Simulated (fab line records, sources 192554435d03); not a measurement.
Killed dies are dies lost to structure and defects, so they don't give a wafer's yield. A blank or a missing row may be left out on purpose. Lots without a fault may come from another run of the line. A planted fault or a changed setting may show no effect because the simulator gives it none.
Which tool did it? | flow n5_finfet | 9 lots, 25 wafers sampled, at 6 steps of a route of 1938

WHAT THE GAUGES READ, wafer by wafer
N5_BEOL_M4_RC_MEAS_101. Usual: DIBL_N 36.2 mV/V, standard deviation 1.6; DIBL_P 36.5 mV/V, standard deviation 1.9; IOFF_N 0.158 nA/um, standard deviation 0.027; IOFF_P 0.21 nA/um, standard deviation 0.038; ION_N 675 uA/um, standard deviation 12; ION_P 464 uA/um, standard deviation 8.9; SS_N 71.5 mV/dec, standard deviation 0.61; SS_P 73.4 mV/dec, standard deviation 0.59; VT_N 250.4 mV, standard deviation 3; VT_P -250 mV, standard deviation 3.6.
lot  | measured     | on        | DIBL_N (mV/V)  | DIBL_P (mV/V)  | IOFF_N (nA/um)    | IOFF_P (nA/um) | ION_N (uA/um) | ION_P (uA/um) | SS_N (mV/dec)  | SS_P (mV/dec)  | VT_N (mV)         | VT_P (mV)      | flag
L670 | day 7 23:20  | prober-02 | 34.3 36.1 36.9 | 35.5 38.0 38.7 | 0.138 0.161 0.184 | 0.19 0.24 0.25 | 668 682 688   | 457 466 465   | 70.9 71.5 72.0 | 72.3 72.9 73.2 | 252.3 252.3 249.9 | -251 -251 -246 |
L677 | day 9 18:52  | prober-01 | 35.6           | 37.2           | 0.149             | 0.24           | 675           | 471           | 71.4           | 73.3           | 249.2             | -245           |
L680 | day 10 01:27 | prober-01 | 35.0 35.1 34.2 | 35.7 35.6 33.3 | 0.139 0.144 0.128 | 0.19 0.20 0.17 | 672 683 671   | 468 468 462   | 71.4 71.3 70.5 | 73.3 72.9 73.1 | 252.1 252.2 254.2 | -252 -251 -252 |
L681 | day 10 11:46 | prober-01 | 34.9 36.5 38.2 | 35.8 37.3 39.0 | 0.142 0.175 0.209 | 0.19 0.20 0.25 | 671 691 705   | 463 464 474   | 70.5 70.8 72.8 | 73.5 73.8 73.6 | 251.0 245.7 246.5 | -250 -251 -246 |
L684 | day 11 15:15 | prober-01 | 36.2 39.3 38.4 | 37.1 40.7 39.7 | 0.157 0.232 0.198 | 0.25 0.31 0.31 | 685 699 686   | 473 480 474   | 70.6 72.4 71.0 | 73.1 74.5 74.5 | 247.2 243.7 244.2 | -246 -241 -240 |
L685 | day 12 11:15 | prober-02 | 37.1 38.5 34.4 | 37.4 39.3 34.7 | 0.173 0.206 0.120 | 0.23 0.26 0.17 | 671 692 666   | 463 472 460   | 72.1 72.1 70.2 | 73.3 73.4 72.3 | 249.0 246.0 255.4 | -249 -246 -254 |
L686 | day 12 12:49 | prober-02 | 36.2 35.3 35.5 | 35.3 34.9 35.6 | 0.141 0.142 0.138 | 0.18 0.18 0.18 | 677 668 685   | 464 460 457   | 70.7 71.1 71.1 | 73.0 72.6 73.1 | 250.3 249.4 251.5 | -253 -252 -254 |
L691 | day 13 14:35 | prober-02 | 35.7 36.8 35.6 | 35.7 38.1 36.5 | 0.158 0.175 0.165 | 0.18 0.23 0.20 | 677 666 677   | 459 457 468   | 71.2 71.6 71.4 | 72.7 73.8 72.8 | 248.8 247.5 248.2 | -254 -250 -251 |
L690 | day 13 19:52 | prober-02 | 38.4 37.6 37.1 | 36.8 36.5 35.7 | 0.179 0.163 0.161 | 0.26 0.25 0.22 | 673 666 658   | 468 467 457   | 72.1 72.0 72.8 | 73.3 74.1 73.2 | 249.6 249.4 253.0 | -247 -247 -247 |

N5_BEOL_M12_CD_MEAS_28: target cd 160.2 nm. Usual: cd_nm 160.4 nm, standard deviation 1.2.
lot  | measured     | on        | cd_nm (nm)        | flag
L670 | day 10 23:22 | cd_sem-03 | 160.6 161.5 160.7 |
L677 | day 12 18:35 | cd_sem-02 | 160.4             |
L680 | day 13 12:19 | cd_sem-01 | 160.4 163.4 159.8 |
L681 | day 13 06:53 | cd_sem-01 | 161.4 161.0 159.4 |
L684 | day 14 12:02 | cd_sem-01 | 160.3 159.4 159.6 |
L685 | day 15 05:51 | cd_sem-02 | 160.1 160.3 159.7 |
L686 | day 15 11:59 | cd_sem-01 | 161.0 158.2 161.2 |
L691 | day 16 13:09 | cd_sem-01 | 160.3 162.0 162.9 |
L690 | day 16 21:42 | cd_sem-03 | 159.7 160.0 158.3 |

N5_BEOL_M12_OCD_MEAS_35. Usual: trench_depth_nm 319 nm, standard deviation 5.7.
lot  | measured     | on     | trench_depth_nm (nm) | flag
L670 | day 10 23:58 | ocd-02 | 326 326 324          |
L677 | day 12 19:11 | ocd-02 | 329                  |
L680 | day 13 12:55 | ocd-01 | 315 307 310          |
L681 | day 13 07:29 | ocd-02 | 322 322 321          |
L684 | day 14 12:38 | ocd-02 | 323 323 323          |
L685 | day 15 07:05 | ocd-02 | 314 308 315          |
L686 | day 15 12:35 | ocd-01 | 321 318 318          |
L691 | day 16 13:46 | ocd-02 | 322 319 321          |
L690 | day 16 22:19 | ocd-01 | 322 321 322          |

N5_BEOL_M12_THK_MEAS_50: measures by xrf. Usual: M12_THK 325 nm, standard deviation 6.3.
lot  | measured     | on            | M12_THK (nm) | flag
L670 | day 11 05:21 | film_metro-02 | 329 329 324  |
L677 | day 13 11:20 | film_metro-02 | 629          | OFF
L680 | day 13 15:25 | film_metro-02 | 322 315 316  |
L681 | day 13 13:03 | film_metro-01 | 330 332 328  |
L684 | day 14 15:28 | film_metro-01 | 329 329 330  |
L685 | day 15 10:41 | film_metro-02 | 320 313 320  |
L686 | day 15 14:51 | film_metro-01 | 327 325 326  |
L691 | day 16 19:38 | film_metro-02 | 332 329 331  |
L690 | day 17 03:07 | film_metro-02 | 324 325 325  |

WHICH TOOL RAN EACH LOT (tool, then ch and the chambers of the sampled wafers, then the start)
lot  | N5_BEOL_M12_TRENCH_ETCH_34         | N5_BEOL_M12_CMP_49
L670 | rie_diel-04 ch 0,1,2, day 10 23:49 | cmp-02 ch 0,2, day 11 05:04
L677 | rie_diel-04 ch 0, day 12 19:02     | cmp-01 ch 2, day 13 11:02
L680 | rie_diel-02 ch 0,3, day 13 12:46   | cmp-02 ch 0,1,3, day 13 15:07
L681 | rie_diel-05 ch 0,1, day 13 07:20   | cmp-02 ch 1,2,3, day 13 12:52
L684 | rie_diel-04 ch 0,1,2, day 14 12:29 | cmp-03 ch 0,2,3, day 14 15:11
L685 | rie_diel-02 ch 0,3, day 15 06:56   | cmp-03 ch 0,2, day 15 10:24
L686 | rie_diel-05 ch 0,1,3, day 15 12:26 | cmp-02 ch 1,3, day 15 14:36
L691 | rie_diel-05 ch 0,1, day 16 13:36   | cmp-02 ch 0,1, day 16 19:20
L690 | rie_diel-05 ch 1,2,3, day 16 22:09 | cmp-02 ch 0,3, day 17 02:49
- N5_BEOL_M12_TRENCH_ETCH_34: etches SiOC in C4F8/O2/Ar, target depth 318.95 nm, time 125.5 s.
- N5_BEOL_M12_CMP_49: polishes, stops on SiOC, t overpolish 20.6 s, target thk 320 nm.

WHAT THE TOOLS THEMSELVES READ (means of the sampled wafers that have a number; where no wafer has one, the mark that the record gives instead)
N5_BEOL_M12_TRENCH_ETCH_34. Usual: drypump_motor_current_A 5.7 A, standard deviation 0.42; mfc_ar_sccm 400.0 sccm, standard deviation 1.1; oes_product_au 0.82 a.u., standard deviation 0.083; rf_vpp_V 666 V, standard deviation 3.1; showerhead_plenum_p_Torr 3.41 Torr, standard deviation 0.11; throttle_valve_pct 24.03 %, standard deviation 0.17.
lot  | tool        | drypump_motor_current_A (A) | mfc_ar_sccm (sccm) | oes_product_au (a.u.) | rf_vpp_V (V) | showerhead_plenum_p_Torr (Torr) | throttle_valve_pct (%) | flag
L670 | rie_diel-04 | 5.5                         | 399.3              | 0.93                  | 665          | 3.38                            | 23.87                  |
L677 | rie_diel-04 | 5.2                         | 398.6              | 0.88                  | 664          | 3.33                            | 23.60                  |
L680 | rie_diel-02 | 5.8                         | 400.6              | 0.74                  | 663          | 3.31                            | 24.05                  |
L681 | rie_diel-05 | 5.7                         | 399.9              | 0.82                  | 662          | 3.31                            | 24.17                  |
L684 | rie_diel-04 | 5.4                         | 400.4              | 0.86                  | 664          | 3.37                            | 23.90                  |
L685 | rie_diel-02 | 5.7                         | 399.7              | 0.77                  | 664          | 3.38                            | 23.97                  |
L686 | rie_diel-05 | 5.5                         | 399.8              | 0.80                  | 664          | 3.40                            | 24.17                  |
L691 | rie_diel-05 | 5.7                         | 398.9              | 0.80                  | 662          | 3.30                            | 24.14                  |
L690 | rie_diel-05 | 5.8                         | 400.1              | 0.82                  | 666          | 3.46                            | 24.26                  |

N5_BEOL_M12_CMP_49. Usual: barrier_field_endpoint_s 29.9 s, standard deviation 0.77; motor_current_A 6.0 A, standard deviation 0.56; overpolish_run_s 20.600 s, standard deviation 0.0096.
lot  | tool   | barrier_field_endpoint_s (s) | motor_current_A (A) | overpolish_run_s (s) | flag
L670 | cmp-02 | 30.0                         | 5.8                 | 20.607               |
L677 | cmp-01 | 57.7                         | 6.1                 | 8.522                | OFF
L680 | cmp-02 | 30.1                         | 5.6                 | 20.594               |
L681 | cmp-02 | 30.9                         | 5.7                 | 20.599               |
L684 | cmp-03 | 29.9                         | 6.7                 | 20.607               |
L685 | cmp-03 | 30.6                         | 6.9                 | 20.604               |
L686 | cmp-02 | 29.3                         | 5.5                 | 20.595               |
L691 | cmp-02 | 30.4                         | 5.5                 | 20.594               |
L690 | cmp-02 | 30.7                         | 6.1                 | 20.600               |

THE ANSWER, worked out from the rows above alone
Rule: a lot is off if the mean of its wafers that have a number lies more than 3 standard deviations from the usual mean. A lot without any number at a reading at which 4 lots or more have one is off too. The other lots that the step has rows for count as sound. The gauges are gone through in route order, then the tools' own readings, and for those a lot's mean is taken as printed above. The first step at which some lot is off is used, and at that step the reading that is off furthest; a lot without a number counts as furthest.
Off: L677, at N5_BEOL_M12_THK_MEAS_50 (M12_THK).
A tool fits if, at a process step before that reading, it ran every lot that is off, and no sound lot after the first of them. The gauges at N5_BEOL_M12_THK_MEAS_50 aren't tried: what is off there is off at N5_BEOL_M12_CMP_49 too, on other tools, and a gauge's error can't cause that. One fits: cmp-01 at N5_BEOL_M12_CMP_49. It ran no sound lot before its first lot that is off in this sample, so the start can't be narrowed down.
The tool's own readings at N5_BEOL_M12_CMP_49 bear it out: on the lots that are off they differ by more than 5 times the standard deviation of the sound lots' means. barrier_field_endpoint_s reads 57.7 s there against 30.2 s on the sound lots; overpolish_run_s reads 8.522 s there against 20.600 s on the sound lots.

WHAT THE SIMULATOR HAD PUT IN
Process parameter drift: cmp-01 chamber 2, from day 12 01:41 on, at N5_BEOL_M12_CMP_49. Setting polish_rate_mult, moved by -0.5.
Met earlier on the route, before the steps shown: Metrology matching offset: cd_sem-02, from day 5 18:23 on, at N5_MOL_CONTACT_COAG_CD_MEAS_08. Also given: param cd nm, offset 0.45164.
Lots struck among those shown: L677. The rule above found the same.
